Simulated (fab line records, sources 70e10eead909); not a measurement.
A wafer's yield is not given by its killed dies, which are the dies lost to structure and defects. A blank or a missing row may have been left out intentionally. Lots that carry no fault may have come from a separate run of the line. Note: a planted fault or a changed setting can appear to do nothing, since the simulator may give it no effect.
fab line records	flow nand-harc	part 1 of 2: steps 1 to 26 of 32
[record] lots = 5	wafers = 15	last-day = 34
route steps=1302 shown A_ONON_D2@561 A_CHANNEL_HOLE_D2@570
lots that met no fault: from a run of the same line without faults
start-h: hours from the record's opening day to when the first of the lot's shown wafers began	wait-h: hours from the lot's prior step to this one	" same as the row above	L1.1+2: a single row standing in for several wafers	- no value, or no start given	* or withheld: withheld	< > ~ a bound
route shown NAME@n: NAME is a module with steps in the file, n the number in the route of the first one	usual: average and standard deviation across the fault-free wafers	same: alike in all rows	chamber/n: place in a boat	sites: readings site by site	_std_site: the values' standard deviation	_edge_site: mean of outer sites minus mean of inner sites	radius-mm: for every site, how far away it sits from the centre of the wafer	mask NAME#n: copy n	behind: the tool/chamber that last shaped the wafer	hold: reason for holding the lot/hours on hold/outcome of the hold	device: whichever transistor did not switch (one of n, p or np)	end of line: at the end of the route, the tests of the same wafers	a step without rows: its recipe alone	killed: the dies lost at the first sort to structure and to defects; this is not the yield of the wafer	map: the dies of a wafer, with x for killed, . for not killed, _ for no die there
set.NAME: the setting the step ran with; set.NAME@STEP: the setting that earlier step ran with	model.NAME: the simulator's own value behind a step, which no gauge read
a table for each step, a row for each wafer; lots at some steps of the route
services: the hour from which a tool's chamber was out of use, counted from the record's first day as start-h (under 0 if before that day), plus the number of hours and why
[[steps]]
[step NHARC_A_ONON_D2_THK_MEAS_24]
[recipe] thk-meas-gauge = ellipsometry
[usual] thk-nm = 1001/12
lot.wafer	tool	chamber	start-h	wait-h	thk-nm
L081.4	film-metro-02	-	357.28	-	994
L081.5	"	-	"	"	993
L081.6	"	-	"	"	993
L082.2	film-metro-01	-	372.15	-	991
L082.4	"	-	"	"	993
L082.6	"	-	"	"	991
L086.1	film-metro-01	-	386.80	-	1004
L086.3	"	-	"	"	1001
L086.4	"	-	"	"	1001
L095.4	film-metro-01	-	496.23	-	1004
L095.5	"	-	"	"	1003
L095.6	"	-	"	"	1005
L097.1	film-metro-01	-	518.07	-	984
L097.3	"	-	"	"	984
L097.4	"	-	"	"	984
[step NHARC_A_ONON_D2_DEP_25]
[recipe] target-thk-a = 10000	n2-flow-sccm = 2750	n2o-flow-sccm = 2000	nh3-flow-sccm = 500	sih4-flow-sccm = 210	temp-c = 400
[usual] sih4-flow-sccm = 210.2/0.66
lot.wafer	tool	chamber	start-h	wait-h	sih4-flow-sccm
L081.4	pecvd-onon-04	0	357.51	0.2	209.2
L081.5	"	0	"	"	209.2
L081.6	"	0	"	"	209.4
L082.2	pecvd-onon-01	0	372.26	0.1	211.4
L082.4	"	0	"	"	210.8
L082.6	"	0	"	"	210.3
L086.1	pecvd-onon-01	0	386.85	0.1	210.6
L086.3	"	0	"	"	210.1
L086.4	"	0	"	"	210.8
L095.4	pecvd-onon-01	0	496.46	0.2	210.1
L095.5	"	0	"	"	210.2
L095.6	"	0	"	"	210.0
L097.1	pecvd-onon-04	0	518.13	0.1	210.3
L097.3	"	0	"	"	210.2
L097.4	"	0	"	"	210.5
[step NHARC_A_ONON_D2_THK_MEAS_27]
[recipe] thk-meas-gauge = ellipsometry
[usual] thk-nm = 998/8.5
lot.wafer	tool	chamber	start-h	wait-h	thk-nm
L081.4	film-metro-02	-	357.87	-	990
L081.5	"	-	"	"	992
L081.6	"	-	"	"	991
L082.2	film-metro-01	-	372.71	-	980
L082.4	"	-	"	"	981
L082.6	"	-	"	"	978
L086.1	film-metro-01	-	387.37	-	998
L086.3	"	-	"	"	997
L086.4	"	-	"	"	999
L095.4	film-metro-01	-	496.79	-	1005
L095.5	"	-	"	"	1006
L095.6	"	-	"	"	1006
L097.1	film-metro-01	-	518.64	-	1008
L097.3	"	-	"	"	1009
L097.4	"	-	"	"	1010
[step NHARC_A_ONON_D2_DEP_28]
[recipe] target-thk-a = 10000	n2-flow-sccm = 2750	n2o-flow-sccm = 2000	nh3-flow-sccm = 500	sih4-flow-sccm = 210	temp-c = 400
[usual] sih4-flow-sccm = 209.9/0.67
lot.wafer	tool	chamber	start-h	wait-h	sih4-flow-sccm
L081.4	pecvd-onon-02	0	358.10	0.2	208.9
L081.5	"	0	"	"	209.6
L081.6	"	0	"	"	209.3
L082.2	pecvd-onon-04	0	372.82	0.1	211.2
L082.4	"	0	"	"	211.3
L082.6	"	0	"	"	211.5
L086.1	pecvd-onon-02	0	387.42	0.1	209.2
L086.3	"	0	"	"	209.5
L086.4	"	0	"	"	210.0
L095.4	pecvd-onon-01	0	497.02	0.2	210.2
L095.5	"	0	"	"	209.9
L095.6	"	0	"	"	210.0
L097.1	pecvd-onon-04	0	518.69	0.1	209.9
L097.3	"	0	"	"	209.7
L097.4	"	0	"	"	209.9
[step NHARC_A_ONON_D2_THK_MEAS_30]
[recipe] thk-meas-gauge = ellipsometry
[usual] thk-nm = 1001/9.5
lot.wafer	tool	chamber	start-h	wait-h	thk-nm
L081.4	film-metro-02	-	358.44	-	997
L081.5	"	-	"	"	996
L081.6	"	-	"	"	997
L082.2	film-metro-02	-	373.27	-	998
L082.4	"	-	"	"	998
L082.6	"	-	"	"	999
L086.1	film-metro-01	-	387.93	-	998
L086.3	"	-	"	"	997
L086.4	"	-	"	"	999
L095.4	film-metro-01	-	497.35	-	986
L095.5	"	-	"	"	987
L095.6	"	-	"	"	987
L097.1	film-metro-01	-	519.20	-	1014
L097.3	"	-	"	"	1016
L097.4	"	-	"	"	1017
[step NHARC_A_ONON_D2_DEP_33]
[recipe] target-thk-a = 2000	temp-c = 400	pressure-torr = 6.5	rf-w = 900	teos-flow-sccm = 161.4	flow-sccm = 2650	target-thk-nm = 200	gas = O2	material = SiO2
[usual] heater-power-w = 554/91	throttle-valve-pct = 16.4/0.37
lot.wafer	tool	chamber	start-h	wait-h	heater-power-w	throttle-valve-pct
L081.6	pecvd-03	0	358.63	0.2	561	16.4
L081.4	"	1	"	"	478	16.8
L081.5	"	2	"	"	525	15.7
L082.2	pecvd-04	0	373.42	0.1	696	16.5
L082.4	"	1	"	"	435	16.1
L082.6	"	2	"	"	605	16.2
L086.1	pecvd-04	2	387.99	0.1	604	16.6
L086.3	"	1	"	"	498	16.0
L086.4	"	1	"	"	522	16.1
L095.4	pecvd-04	2	497.64	0.3	479	16.5
L095.6	"	0	"	"	674	16.3
L095.5	"	1	"	"	524	16.0
L097.1	pecvd-04	0	519.25	0.1	660	16.8
L097.3	"	1	"	"	497	15.8
L097.4	"	1	"	"	487	16.0
[step NHARC_A_ONON_D2_THK_MEAS_34]
[recipe] thk-meas-gauge = ellipsometry
[usual] thk-nm = 200/3.4
lot.wafer	tool	chamber	start-h	wait-h	thk-nm
L081.4	film-metro-01	-	358.91	-	204
L081.5	"	-	"	"	204
L081.6	"	-	"	"	200
L082.2	film-metro-02	-	373.75	-	197
L082.4	"	-	"	"	199
L082.6	"	-	"	"	202
L086.1	film-metro-02	-	388.40	-	202
L086.3	"	-	"	"	194
L086.4	"	-	"	"	197
L095.4	film-metro-01	-	497.92	-	205
L095.5	"	-	"	"	200
L095.6	"	-	"	"	199
L097.1	film-metro-01	-	519.67	-	199
L097.3	"	-	"	"	197
L097.4	"	-	"	"	200
[step NHARC_A_ONON_D2_INSPECT_32]
[usual] raw-defect-count = 455/180
lot.wafer	tool	chamber	start-h	wait-h	raw-defect-count
L081.4	defect-inspect-01	-	358.97	0.0	725
L081.5	"	-	"	"	414
L081.6	"	-	"	"	405
L082.2	defect-inspect-02	-	373.81	0.0	417
L082.4	"	-	"	"	531
L082.6	"	-	"	"	460
L086.1	defect-inspect-02	-	388.49	0.0	798
L086.3	"	-	"	"	443
L086.4	"	-	"	"	404
L095.4	defect-inspect-01	-	497.98	0.0	306
L095.5	"	-	"	"	192
L095.6	"	-	"	"	287
L097.1	defect-inspect-02	-	519.76	0.0	429
L097.3	"	-	"	"	356
L097.4	"	-	"	"	336
[step NHARC_A_CHANNEL_HOLE_D2_DEP_00]
[recipe] target-thk-a = 31000	temp-c = 400	material = aC
[usual] throttle-valve-pct = 34.999/0.0086
lot.wafer	tool	chamber	start-h	wait-h	throttle-valve-pct
L081.4	acl-dep-02	0	360.16	1.2	34.997
L081.5	"	0	"	"	35.016
L081.6	"	0	"	"	34.991
L082.2	acl-dep-02	0	374.19	0.4	35.004
L082.4	"	0	"	"	34.985
L082.6	"	0	"	"	34.991
L086.1	acl-dep-03	0	392.43	3.9	34.996
L086.3	"	0	"	"	34.980
L086.4	"	0	"	"	35.000
L095.4	acl-dep-03	0	501.13	3.1	34.995
L095.5	"	0	"	"	35.002
L095.6	"	0	"	"	35.008
L097.1	acl-dep-03	0	521.38	1.6	35.008
L097.3	"	0	"	"	35.000
L097.4	"	0	"	"	35.002
[step NHARC_A_CHANNEL_HOLE_D2_DEP_01]
[recipe] target-thk-a = 1400	target-thk-nm = 140	temp-c = 400	pressure-torr = 3.5	flow-sccm = 200	rf-w = 350	material = SiON
[usual] heater-power-w = 701/85
lot.wafer	tool	chamber	start-h	wait-h	heater-power-w
L081.6	pecvd-02	0	361.25	0.1	751
L081.4	"	1	"	"	786
L081.5	"	2	"	"	591
L082.2	pecvd-02	2	375.82	1.3	530
L082.6	"	2	"	"	540
L082.4	"	0	"	"	692
L086.1	pecvd-01	1	394.44	1.7	684
L086.3	"	2	"	"	581
L086.4	"	1	"	"	691
L095.6	pecvd-02	0	502.16	0.1	729
L095.4	"	1	"	"	708
L095.5	"	2	"	"	594
L097.3	pecvd-02	0	523.31	1.0	637
L097.1	"	1	"	"	713
L097.4	"	2	"	"	559
[step NHARC_A_CHANNEL_HOLE_D2_DEHYDRATE_02]
[recipe] temp-c = 150	time-s = 120
lot.wafer	tool	chamber	start-h	wait-h
L081.4+5+6	litho-track-06	0	361.44	0.1
L082.2+4+6	litho-track-04	0	376.06	0.2
L086.1+3+4	litho-track-06	0	394.68	0.2
L095.4+5+6	litho-track-06	0	502.35	0.1
L097.1+3+4	litho-track-01	0	523.58	0.2
[step NHARC_A_CHANNEL_HOLE_D2_HMDS_03]
[recipe] time-s = 30
lot.wafer	tool	chamber	start-h	wait-h
L081.4+5+6	litho-track-06	0	-	-
L082.2+4+6	litho-track-04	0	-	-
L086.1+3+4	litho-track-06	0	-	-
L095.4+5+6	litho-track-06	0	-	-
L097.1+3+4	litho-track-01	0	-	-
[step NHARC_A_CHANNEL_HOLE_D2_COAT_36]
[recipe] temp-c = 260	time-s = 75
lot.wafer	tool	chamber	start-h	wait-h
L081.4+5+6	litho-track-06	0	-	-
L082.2+4+6	litho-track-04	0	-	-
L086.1+3+4	litho-track-06	0	-	-
L095.4+5+6	litho-track-06	0	-	-
L097.1+3+4	litho-track-01	0	-	-
[step NHARC_A_CHANNEL_HOLE_D2_COAT_37]
[recipe] temp-c = 225	time-s = 65
lot.wafer	tool	chamber	start-h	wait-h
L081.4+5+6	litho-track-06	0	-	-
L082.2+4+6	litho-track-04	0	-	-
L086.1+3+4	litho-track-06	0	-	-
L095.4+5+6	litho-track-06	0	-	-
L097.1+3+4	litho-track-01	0	-	-
[step NHARC_A_CHANNEL_HOLE_D2_COAT_04]
[recipe] spin-rpm = 1500	resist-thk-nm = 90
[usual] spin-speed-rpm = 1500.1/0.86
lot.wafer	tool	chamber	start-h	wait-h	spin-speed-rpm
L081.4	litho-track-06	0	-	-	1499.3
L081.5	"	0	"	"	1499.0
L081.6	"	0	"	"	1500.2
L082.2	litho-track-04	0	-	-	1497.9
L082.4	"	0	"	"	1500.2
L082.6	"	0	"	"	1500.4
L086.1	litho-track-06	0	-	-	1500.7
L086.3	"	0	"	"	1500.6
L086.4	"	0	"	"	1499.7
L095.4	litho-track-06	0	-	-	1500.1
L095.5	"	0	"	"	1501.2
L095.6	"	0	"	"	1499.9
L097.1	litho-track-01	0	-	-	1498.3
L097.3	"	0	"	"	1499.6
L097.4	"	0	"	"	1501.0
[step NHARC_A_CHANNEL_HOLE_D2_SOFTBAKE_05]
[recipe] temp-c = 105	time-s = 55
lot.wafer	tool	chamber	start-h	wait-h
L081.4+5+6	litho-track-06	0	-	-
L082.2+4+6	litho-track-04	0	-	-
L086.1+3+4	litho-track-06	0	-	-
L095.4+5+6	litho-track-06	0	-	-
L097.1+3+4	litho-track-01	0	-	-
[step NHARC_A_CHANNEL_HOLE_D2_EBR_06]
lot.wafer	tool	chamber	start-h	wait-h
L081.4+5+6	litho-track-06	0	-	-
L082.2+4+6	litho-track-04	0	-	-
L086.1+3+4	litho-track-06	0	-	-
L095.4+5+6	litho-track-06	0	-	-
L097.1+3+4	litho-track-01	0	-	-
[step NHARC_A_CHANNEL_HOLE_D2_EXPOSE_07]
[recipe] na = 1.35	target-cd-nm = 100	sigma-outer = 0.3	dose-mj = 59.65	mask-id = HOLE_D2
[usual] exposure-dose-mJ-cm2 = 59.59/0.071
lot.wafer	tool	chamber	start-h	wait-h	mask	exposure-dose-mJ-cm2
L081.4	arfi-scanner-02	0	361.76	-	HOLE_D2#0	59.56
L081.5	"	0	"	"	HOLE_D2#0	59.57
L081.6	"	0	"	"	HOLE_D2#0	59.56
L082.2	arfi-scanner-01	0	376.37	-	HOLE_D2#0	59.58
L082.4	"	0	"	"	HOLE_D2#0	59.55
L082.6	"	0	"	"	HOLE_D2#0	59.53
L086.1	arfi-scanner-01	0	395.08	-	HOLE_D2#0	59.60
L086.3	"	0	"	"	HOLE_D2#0	59.68
L086.4	"	0	"	"	HOLE_D2#0	59.67
L095.4	arfi-scanner-01	0	502.67	-	HOLE_D2#0	59.59
L095.5	"	0	"	"	HOLE_D2#0	59.57
L095.6	"	0	"	"	HOLE_D2#0	59.63
L097.1	arfi-scanner-01	0	523.89	-	HOLE_D2#0	59.58
L097.3	"	0	"	"	HOLE_D2#0	59.50
L097.4	"	0	"	"	HOLE_D2#0	59.45
[step NHARC_A_CHANNEL_HOLE_D2_PEB_08]
[recipe] peb-temp-c = 100	peb-time-s = 65
[same] peb-time-s = 65
lot.wafer	tool	chamber	start-h	wait-h
L081.4+5+6	litho-track-04	0	361.81	0.0
L082.2+4+6	litho-track-04	0	376.43	0.1
L086.1+3+4	litho-track-04	0	395.15	0.1
L095.4+5+6	litho-track-06	0	502.72	0.0
L097.1+3+4	litho-track-04	0	523.95	0.1
[step NHARC_A_CHANNEL_HOLE_D2_DEVELOP_09]
[recipe] develop-time-s = 35	dev-temp-c = 23
lot.wafer	tool	chamber	start-h	wait-h
L081.4+5+6	litho-track-04	0	-	-
L082.2+4+6	litho-track-04	0	-	-
L086.1+3+4	litho-track-04	0	-	-
L095.4+5+6	litho-track-06	0	-	-
L097.1+3+4	litho-track-04	0	-	-
[step NHARC_A_CHANNEL_HOLE_D2_CD_MEAS_10]
[recipe] target-cd-nm = 100	landing-energy-ev = 500
[usual] cd-nm = 100.1/0.73
lot.wafer	tool	chamber	start-h	wait-h	cd-nm
L081.4	cd-sem-03	0	361.90	-	100.5
L081.5	"	0	"	"	99.5
L081.6	"	0	"	"	100.4
L082.2	cd-sem-03	0	376.51	-	101.5
L082.4	"	0	"	"	100.9
L082.6	"	0	"	"	99.7
L086.1	cd-sem-02	0	395.22	-	101.6
L086.3	"	0	"	"	100.3
L086.4	"	0	"	"	101.8
L095.4	cd-sem-01	0	502.80	-	99.6
L095.5	"	0	"	"	100.5
L095.6	"	0	"	"	100.1
L097.1	cd-sem-03	0	524.03	-	101.3
L097.3	"	0	"	"	99.9
L097.4	"	0	"	"	100.3
[step NHARC_A_CHANNEL_HOLE_D2_OVL_MEAS_11]
[usual] overlay-x-nm = 0.1/1.1	overlay-y-nm = -0.1/0.86
lot.wafer	tool	chamber	start-h	wait-h	overlay-x-nm	overlay-y-nm
L081.4	overlay-01	-	361.98	-	-1.7	1.6
L081.5	"	-	"	"	-1.5	1.0
L081.6	"	-	"	"	-1.9	0.9
L082.2	overlay-01	-	376.60	-	0.4	0.8
L082.4	"	-	"	"	-0.3	0.1
L082.6	"	-	"	"	0.4	0.3
L086.1	overlay-02	-	395.31	-	1.5	1.4
L086.3	"	-	"	"	1.3	1.0
L086.4	"	-	"	"	1.1	0.9
L095.4	overlay-01	-	502.89	-	2.6	1.1
L095.5	"	-	"	"	2.6	0.8
L095.6	"	-	"	"	2.6	0.9
L097.1	overlay-02	-	524.12	-	0.7	1.3
L097.3	"	-	"	"	0.5	0.6
L097.4	"	-	"	"	-0.1	1.0
[step NHARC_A_CHANNEL_HOLE_D2_INSPECT_12]
[usual] raw-defect-count = 31/24
lot.wafer	tool	chamber	start-h	wait-h	raw-defect-count
L081.4	defect-inspect-01	-	362.01	0.0	53
L081.5	"	-	"	"	65
L081.6	"	-	"	"	61
L082.2	defect-inspect-02	-	376.63	0.0	2
L082.4	"	-	"	"	5
L082.6	"	-	"	"	3
L086.1	defect-inspect-02	-	395.35	0.0	8
L086.3	"	-	"	"	7
L086.4	"	-	"	"	10
L095.4	defect-inspect-02	-	502.92	0.0	15
L095.5	"	-	"	"	17
L095.6	"	-	"	"	18
L097.1	defect-inspect-02	-	524.15	0.0	3
L097.3	"	-	"	"	8
L097.4	"	-	"	"	3
[step NHARC_A_CHANNEL_HOLE_D2_DESCUM_15]
[recipe] time-s = 3	o2-flow-sccm = 200	ar-flow-sccm = 0	bias-power-w = 0	chemistry = O2
[usual] drypump-motor-current-A = 5.6/0.38	oes-product-au = 0.998/0.014	rf-vpp-V = 57.7/0.86	showerhead-plenum-p-Torr = 1.91/0.063	throttle-valve-pct = 11.311/0.0084
lot.wafer	tool	chamber	start-h	wait-h	drypump-motor-current-A	oes-product-au	rf-hours-counter-h	rf-vpp-V	showerhead-plenum-p-Torr	throttle-valve-pct
L081.4	rie-diel-08	1	362.07	0.1	5.9	0.988	7.7	57.4	1.98	11.307
L081.6	"	1	"	"	5.9	0.993	-	57.2	1.98	11.314
L081.5	"	2	"	"	6.0	0.988	-	57.6	1.81	11.313
L082.4	rie-diel-09	3	376.70	0.1	4.9	0.997	1.9	58.5	2.01	11.318
L082.2	"	1	"	"	5.6	1.009	2.2	56.9	1.88	11.304
L082.6	"	2	"	"	6.5	1.007	-	57.4	1.88	11.329
L086.3	rie-diel-09	0	395.42	0.1	5.4	0.973	2.9	56.9	1.86	11.315
L086.1	"	1	"	"	5.5	1.013	3.0	57.8	1.88	11.295
L086.4	"	1	"	"	5.6	1.001	-	57.5	1.88	11.298
L095.4	rie-diel-08	1	502.98	0.1	5.9	0.999	4.5	56.5	1.98	11.314
L095.5	"	1	"	"	5.9	0.997	-	58.1	1.98	11.317
L095.6	"	2	"	"	6.0	1.000	-	58.1	1.81	11.313
L097.3	rie-diel-08	2	524.21	0.1	6.0	1.011	5.9	57.4	1.81	11.304
L097.1	"	3	"	"	5.3	0.989	6.6	56.3	1.79	11.327
L097.4	"	1	"	"	5.9	0.990	5.2	57.4	1.98	11.296
[step NHARC_A_CHANNEL_HOLE_D2_ETCH_38]
[recipe] target-depth-a = 390	over-etch-frac = 0.3	time-s = 65	ion-energy-ev = 80	cf4-flow-sccm = 150	ar-flow-sccm = 0	rf-w = 300	bias-w = 100	chemistry = CF4
[usual] drypump-motor-current-A = 5.7/0.39	oes-product-au = 0.997/0.014	rf-vpp-V = 151.2/1.2	showerhead-plenum-p-Torr = 1.76/0.052	throttle-valve-pct = 13.283/0.0078
lot.wafer	tool	chamber	start-h	wait-h	drypump-motor-current-A	oes-product-au	rf-hours-counter-h	rf-vpp-V	showerhead-plenum-p-Torr	throttle-valve-pct
L081.4	rie-diel-08	1	362.18	0.1	5.9	0.989	7.7	152.6	1.83	13.276
L081.6	"	2	"	"	6.0	0.981	-	150.0	1.68	13.287
L081.5	"	3	"	"	5.3	0.990	-	149.5	1.66	13.292
L082.4	rie-diel-09	2	376.80	0.1	6.5	1.007	2.2	150.2	1.74	13.294
L082.2	"	3	"	"	4.9	1.010	2.0	153.1	1.85	13.273
L082.6	"	2	"	"	6.5	0.996	-	151.1	1.74	13.278
L086.1	rie-diel-09	0	395.51	0.1	5.4	0.967	2.9	150.2	1.72	13.275
L086.3	"	2	"	"	6.6	1.009	3.2	150.8	1.74	13.279
L086.4	"	2	"	"	6.6	1.008	-	151.3	1.74	13.272
L095.4	rie-diel-08	0	503.08	0.1	5.5	1.012	5.0	150.9	1.74	13.291
L095.5	"	2	"	"	6.0	1.011	-	149.8	1.68	13.275
L095.6	"	3	"	"	5.3	0.998	-	149.3	1.66	13.283
L097.4	rie-diel-08	1	524.30	0.1	5.9	0.981	5.2	151.5	1.83	13.282
L097.1	"	2	"	"	6.0	1.014	5.9	150.8	1.68	13.293
L097.3	"	3	"	"	5.3	0.986	6.6	150.8	1.66	13.288
[step NHARC_A_CHANNEL_HOLE_D2_ETCH_39]
[recipe] target-depth-a = 2600	over-etch-frac = 0.3	time-s = 325	ion-energy-ev = 200	n2-flow-sccm = 150	h2-flow-sccm = 150	ar-flow-sccm = 0	rf-w = 400	bias-w = 150	chemistry = N2/H2
[usual] drypump-motor-current-A = 5.6/0.37	oes-product-au = 0.997/0.015	rf-vpp-V = 430.5/1.9	showerhead-plenum-p-Torr = 2.04/0.065	throttle-valve-pct = 14.170/0.009
lot.wafer	tool	chamber	start-h	wait-h	drypump-motor-current-A	oes-product-au	rf-hours-counter-h	rf-vpp-V	showerhead-plenum-p-Torr	throttle-valve-pct
L081.4	rie-diel-08	1	-	-	5.9	0.974	7.7	431.2	2.12	14.181
L081.5	"	3	"	"	5.3	0.976	-	425.9	1.90	14.180
L081.6	"	0	"	"	5.5	1.002	-	430.5	2.00	14.165
L082.2	rie-diel-09	3	-	-	4.9	0.989	2.0	435.3	2.15	14.171
L082.4	"	0	"	"	5.4	0.976	2.0	428.8	1.98	14.185
L082.6	"	0	"	"	5.4	0.962	-	428.7	1.98	14.162
L086.1	rie-diel-09	1	-	-	5.6	0.992	3.1	429.2	2.01	14.168
L086.3	"	2	"	"	6.6	1.005	3.3	429.1	2.00	14.161
L086.4	"	2	"	"	6.6	1.005	-	429.6	2.00	14.174
L095.4	rie-diel-08	1	-	-	5.9	0.984	4.6	432.0	2.11	14.158
L095.6	"	0	"	"	5.5	1.020	-	429.9	2.00	14.174
L095.5	"	1	"	"	5.9	0.967	-	432.3	2.11	14.178
L097.3	rie-diel-08	0	-	-	5.5	1.023	6.0	429.0	2.00	14.169
L097.4	"	1	"	"	5.9	1.000	5.2	432.2	2.11	14.175
L097.1	"	3	"	"	5.3	0.998	6.7	425.0	1.90	14.164
